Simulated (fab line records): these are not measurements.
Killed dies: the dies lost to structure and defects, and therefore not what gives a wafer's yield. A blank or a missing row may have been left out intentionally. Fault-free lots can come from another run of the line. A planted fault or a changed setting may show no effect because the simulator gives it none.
Lot-split experiment -- flow n5-finfet -- 21 wafers read from 7 lots, route of 1938 steps

== THE SPLIT ==
At N5_BEOL_M14_ETCH_68 (etches SOC in N2/H2, time 450 s), the setting time-s was moved away from the recipe's 450 s on 10 of the 21 wafers read, by -13.6% to +20.5%. All remaining wafers had this setting at the recipe value.

Reading taken at the split's own step.

== THE READING ==
SiARC_of_BEOL_M14_COAT_66.thk-nm (the simulator's own value, which no gauge read), in nm, at N5_BEOL_M14_ETCH_68 (etches SOC in N2/H2, time 450 s). The file gives no usual value for it. Across the 11 wafers here that went through the recipe, the average is 65.6 nm and the standard deviation 1.2 nm.

wafer,"tool, chamber at the split","time-s as run, s",against the recipe,"SiARC_of_BEOL_M14_COAT_66.thk-nm, nm",against lot-mates on the recipe
L076.2,"rie-diel-01, 0",450,recipe,67,-
L076.4,"rie-diel-01, 3",450,recipe,66.8,-
L076.6,"rie-diel-01, 1",450,recipe,67.4,-
L075.1,"rie-diel-01, 0",391.8,-12.9%,71.8,+5.6
L075.3,"rie-diel-01, 2",391.8,-12.9%,71.2,+5.0
L075.6,"rie-diel-01, 0",450,recipe,66.2,-
L084.2,"rie-diel-05, 1",542.2,+20.5%,56.2,no lot-mate on the recipe
L084.5,"rie-diel-05, 2",542.2,+20.5%,55,no lot-mate on the recipe
L084.6,"rie-diel-05, 1",542.2,+20.5%,55.8,no lot-mate on the recipe
L085.2,"rie-diel-01, 2",450,recipe,64.8,-
L085.4,"rie-diel-01, 0",423.5,-5.9%,66.6,+2.4
L085.6,"rie-diel-01, 0",450,recipe,63.6,-
L089.3,"rie-diel-01, 2",450,recipe,65.4,-
L089.5,"rie-diel-01, 3",450,recipe,65.6,-
L089.6,"rie-diel-01, 0",450,recipe,63.4,-
L091.2,"rie-diel-01, 3",389,-13.6%,70.4,+4.8
L091.4,"rie-diel-01, 1",450,recipe,65.6,-
L091.6,"rie-diel-01, 0",389,-13.6%,68.6,+3.0
L097.1,"rie-diel-03, 1",495.9,+10.2%,60.6,-5.2
L097.3,"rie-diel-03, 0",450,recipe,65.8,-
L097.5,"rie-diel-03, 2",495.9,+10.2%,59.8,-6.0

FIT RESULTS
A straight line over all 21 wafers: SiARC_of_BEOL_M14_COAT_66.thk-nm changes by -0.442 nm for each +1% of time-s; r = -0.97; the points scatter about the line by 1.3 nm.
The same after taking each lot's own level away (the mean of its wafers on the recipe; 18 wafers): -0.407 nm for each +1%; r = -0.96; scatter 0.91 nm.
According to that fit, moving time-s by its largest amount changes the reading by 8.3 nm.
Measured against the standard deviation above, the lots' own levels, which go from 64.20 to 67.07 nm, span 2.3 times it.
The two slopes agree, so the slope changes little with the lot-to-lot level.
Check: with one of the wafers moved furthest among these (-13.6%) left out of the fit, the line predicts +5.27 nm for it against its lot-mates. Against them it came out at +4.8 nm.

== FURTHER SPLITS ON THESE WAFERS ==
These wafers also went through other splits before the reading. Each is held against what the fit with the lots' levels taken away leaves over:
other split on the same wafers,wafers away from the commonest value,r with SiARC_of_BEOL_M14_COAT_66.thk-nm (lot level and that fit taken away)
N5_BEOL_M14_PEB_08 peb-temp-c,4,+0.26

== THE FILE'S OWN FIT ==
SiARC_of_BEOL_M14_COAT_66.thk-nm changes by -0.393 nm for each +1% of time-s, r = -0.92.
